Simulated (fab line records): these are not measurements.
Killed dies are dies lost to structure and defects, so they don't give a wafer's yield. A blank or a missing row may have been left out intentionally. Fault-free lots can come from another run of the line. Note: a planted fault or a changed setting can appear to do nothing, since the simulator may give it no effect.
Split-lot study | flow n5Finfet | 21 wafers read across 7 lots, on a route 1938 steps long

## SPLIT DETAILS
At N5_BEOL_M6_COAT_22 (resist thk 30 nm), the setting spinRpm was moved away from the recipe's 1500 rpm on 8 of the 21 wafers read, by -7.5% to +9.5%. All remaining wafers had this setting at the recipe value.

The split's own step is where the reading is taken.

## THE READING
CAR-EUV_of_BEOL_M6_COAT_22.thkNm (the simulator's own value, which no gauge read), in nm, at N5_BEOL_M6_COAT_22 (resist thk 30 nm). The file gives no usual value for it. Average 30.0 nm, standard deviation 0.11 nm, over the 13 wafers here run with the recipe.

wafer  | tool, chamber at the split | spinRpm as run, rpm | against the recipe | CAR-EUV_of_BEOL_M6_COAT_22.thkNm, nm | against lot-mates on the recipe
L074.2 | lithoTrack-02, 0           | 1500                | recipe             | 30                                   | -
L074.3 | lithoTrack-02, 0           | 1500                | recipe             | 30                                   | -
L074.5 | lithoTrack-02, 0           | 1387                | -7.5%              | 31.2                                 | +1.2
L083.2 | lithoTrack-03, 0           | 1500                | recipe             | 30                                   | -
L083.4 | lithoTrack-03, 0           | 1500                | recipe             | 30                                   | -
L083.6 | lithoTrack-03, 0           | 1500                | recipe             | 30                                   | -
L082.2 | lithoTrack-05, 0           | 1446                | -3.6%              | 30.6                                 | +0.4
L082.6 | lithoTrack-05, 0           | 1446                | -3.6%              | 30.6                                 | +0.4
L082.4 | lithoTrack-05, 0           | 1500                | recipe             | 30.2                                 | -
L089.3 | lithoTrack-02, 0           | 1500                | recipe             | 30                                   | -
L089.5 | lithoTrack-02, 0           | 1500                | recipe             | 30                                   | -
L089.4 | lithoTrack-02, 0           | 1500                | recipe             | 30.2                                 | -
L087.2 | lithoTrack-03, 0           | 1423                | -5.1%              | 30.8                                 | +0.6
L087.5 | lithoTrack-03, 0           | 1500                | recipe             | 30.2                                 | -
L087.6 | lithoTrack-03, 0           | 1423                | -5.1%              | 31                                   | +0.8
L091.2 | lithoTrack-05, 0           | 1639                | +9.3%              | 28.6                                 | -1.2
L091.3 | lithoTrack-05, 0           | 1639                | +9.3%              | 28.6                                 | -1.2
L091.4 | lithoTrack-05, 0           | 1500                | recipe             | 29.8                                 | -
L095.1 | lithoTrack-02, 0           | 1643                | +9.5%              | 28.6                                 | -1.4
L095.5 | lithoTrack-02, 0           | 1500                | recipe             | 30                                   | -
L095.6 | lithoTrack-02, 0           | 1500                | recipe             | 30                                   | -

THE FIT
A straight line over all 21 wafers: CAR-EUV_of_BEOL_M6_COAT_22.thkNm changes by -0.156 nm for each +1% of spinRpm; r = -0.99; the points scatter about the line by 0.097 nm.
The same after taking each lot's own level away (the mean of its wafers on the recipe; 21 wafers): -0.137 nm for each +1%; r = -0.99; scatter 0.076 nm.
On that fit, the largest move of spinRpm shifts the reading by 1.3 nm.
The span of the lots' own levels, 29.80 to 30.20 nm, comes to 3.8 times the standard deviation stated above.
In other words, the slope is changed by the lot-to-lot level; the two fits disagree.
Check: for one of the wafers moved furthest among these (+9.5%), held out of the fit, the line's prediction against its lot-mates is -1.28 nm. Against them it came out at -1.4 nm.

## THE FILE'S OWN FIT
CAR-EUV_of_BEOL_M6_COAT_22.thkNm changes by -0.141 nm for each +1% of spinRpm, r = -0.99.
